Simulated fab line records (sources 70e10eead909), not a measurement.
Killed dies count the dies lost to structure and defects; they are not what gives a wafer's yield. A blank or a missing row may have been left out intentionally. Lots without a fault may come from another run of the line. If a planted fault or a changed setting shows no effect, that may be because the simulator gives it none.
Matching of chambers -- flow nand_harc -- rie_diel-06 running NHARC_A_STAIRCASE_DESCUM_186: 4 sister chambers
The step chemistry O2, time 3 s. 4 wafers are shown with their chamber, then 7 later ones without.

== WAFERS PAIRED WITH THEIR CHAMBERS ==
wafer,chamber,showerhead_plenum_p_Torr (Torr)
L085.3,0,1.89
L085.4,2,1.95
L088.2,3,2.02
L088.3,1,2.06

== WAFERS WITH NO CHAMBER GIVEN ==
wafer,showerhead_plenum_p_Torr (Torr)
L088.6,2.06
L091.1,1.94
L091.3,2.05
L091.4,1.88
L097.1,2.01
L097.4,1.94
L097.5,1.88

== EACH ONE'S CHAMBER ==
wafer,from the rows above,in truth
L088.6,1,1
L091.1,2,2
L091.3,1,1
L091.4,0,0
L097.1,3,3
L097.4,2,2
L097.5,0,0
Correctly placed: 7 of 7. Can't be placed from these rows: 0. Placed wrongly: 0.
How it was worked out, from the rows above alone: a wafer's distance from a chamber is the root of the sum, over the readings, of the square of ((its reading less the chamber's mean) divided by the reading's scatter). If the next closest chamber is less than 2 further off than the closest, the wafer can't be placed; otherwise it belongs to the closest. For every chamber, the mean is computed from those of its wafers that are shown. The scatter: with one shown wafer a chamber, the root of the mean of the squares of how far each hidden wafer lies from its nearest shown one.
